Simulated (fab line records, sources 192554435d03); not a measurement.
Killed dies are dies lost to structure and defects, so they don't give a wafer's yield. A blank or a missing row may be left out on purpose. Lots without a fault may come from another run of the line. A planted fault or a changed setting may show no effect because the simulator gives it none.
Chamber matching | flow n5_finfet | N5_MOL_CONTACT_COAG_ETCH_105 on rie_diel-05: 4 sister chambers
The step etches SiARC in CF4, target depth 15.6 nm, time 26 s. 8 wafers are shown with their chamber, then 8 later ones without.

WAFERS WITH THEIR CHAMBER
wafer  | chamber | drypump_motor_current_A (A) | showerhead_plenum_p_Torr (Torr)
L084.6 | 3       | 5.7                         | 2.13
L085.1 | 3       | 5.7                         | 2.12
L088.3 | 0       | 5.6                         | 2.08
L088.5 | 1       | 5.1                         | 2.10
L089.1 | 1       | 5.1                         | 2.10
L089.2 | 2       | 6.2                         | 2.19
L089.5 | 2       | 6.2                         | 2.19
L091.2 | 0       | 5.7                         | 2.08

WAFERS WITHOUT THEIR CHAMBER
wafer  | drypump_motor_current_A (A) | showerhead_plenum_p_Torr (Torr)
L091.4 | 5.1                         | 2.10
L091.5 | 6.2                         | 2.19
L096.3 | 6.2                         | 2.18
L096.4 | 5.7                         | 2.08
L096.5 | 5.8                         | 2.12
L097.1 | 5.6                         | 2.08
L097.2 | 6.2                         | 2.18
L097.3 | 5.1                         | 2.09

WHICH CHAMBER EACH WENT THROUGH
wafer  | from the rows above | in truth
L091.4 | 1                   | 1
L091.5 | 2                   | 2
L096.3 | 2                   | 2
L096.4 | 0                   | 0
L096.5 | 3                   | 3
L097.1 | 0                   | 0
L097.2 | 2                   | 2
L097.3 | 1                   | 1
Placed correctly: 8 of 8. Can't be placed from these rows: 0. Placed wrongly: 0.
How it was worked out, from the rows above alone: a wafer's distance from a chamber is the root of the sum, over the readings, of the square of ((its reading less the chamber's mean) divided by the reading's scatter). The wafer belongs to the nearest chamber; if the next one is less than 2 further off, it can't be placed. A chamber's mean is the mean of its shown wafers. The scatter: the root of (the sum of the squares of (reading less its chamber's mean) over the shown wafers, divided by (wafers less chambers)).
